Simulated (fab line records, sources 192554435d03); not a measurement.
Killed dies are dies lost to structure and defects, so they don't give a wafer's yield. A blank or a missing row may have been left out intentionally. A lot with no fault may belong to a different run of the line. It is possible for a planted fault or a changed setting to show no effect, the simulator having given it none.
Matching of chambers + flow n5_finfet + pecvd-01 running N5_BEOL_M2_ILD_DEP_00: 3 sister chambers
The step deposits SiOC from DEMS/O2, target thk 79 nm, time 15.3 s. 3 wafers are shown with their chamber, then 11 later ones without.

== WAFERS, EACH WITH ITS CHAMBER ==
| wafer  | chamber | throttle_valve_pct (%) |
|--------|---------|------------------------|
| L087.5 | 1       | 14.3                   |
| L089.2 | 2       | 11.7                   |
| L090.2 | 0       | 12.6                   |

== WAFERS WITHOUT THEIR CHAMBER ==
| wafer  | throttle_valve_pct (%) |
|--------|------------------------|
| L090.3 | 13.7                   |
| L090.4 | 14.0                   |
| L095.1 | 12.8                   |
| L095.4 | 13.7                   |
| L095.5 | 12.9                   |
| L096.1 | 11.9                   |
| L096.2 | 13.9                   |
| L096.6 | 12.6                   |
| L097.1 | 14.1                   |
| L097.3 | 12.6                   |
| L097.5 | 12.9                   |

== EACH ONE'S CHAMBER ==
| wafer  | from the rows above     | in truth |
|--------|-------------------------|----------|
| L090.3 | can't be placed: 1 or 0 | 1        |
| L090.4 | 1                       | 1        |
| L095.1 | 0                       | 0        |
| L095.4 | can't be placed: 1 or 0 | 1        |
| L095.5 | 0                       | 0        |
| L096.1 | can't be placed: 2 or 0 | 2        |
| L096.2 | 1                       | 1        |
| L096.6 | 0                       | 0        |
| L097.1 | 1                       | 1        |
| L097.3 | 0                       | 0        |
| L097.5 | 0                       | 0        |
Correct placement for 8 of the 11. Cannot be placed on the basis of these rows: 3; the candidates contain the true chamber in 3. Wrongly placed: 0.
How it was worked out, from the rows above alone: a wafer's distance from a chamber is the root of the sum, over the readings, of the square of ((its reading less the chamber's mean) divided by the reading's scatter). The wafer belongs to the nearest chamber; if the next one is less than 2 further off, it can't be placed. Each chamber's mean is taken over the wafers shown for it. The scatter: with one shown wafer a chamber, the root of the mean of the squares of how far each hidden wafer lies from its nearest shown one.
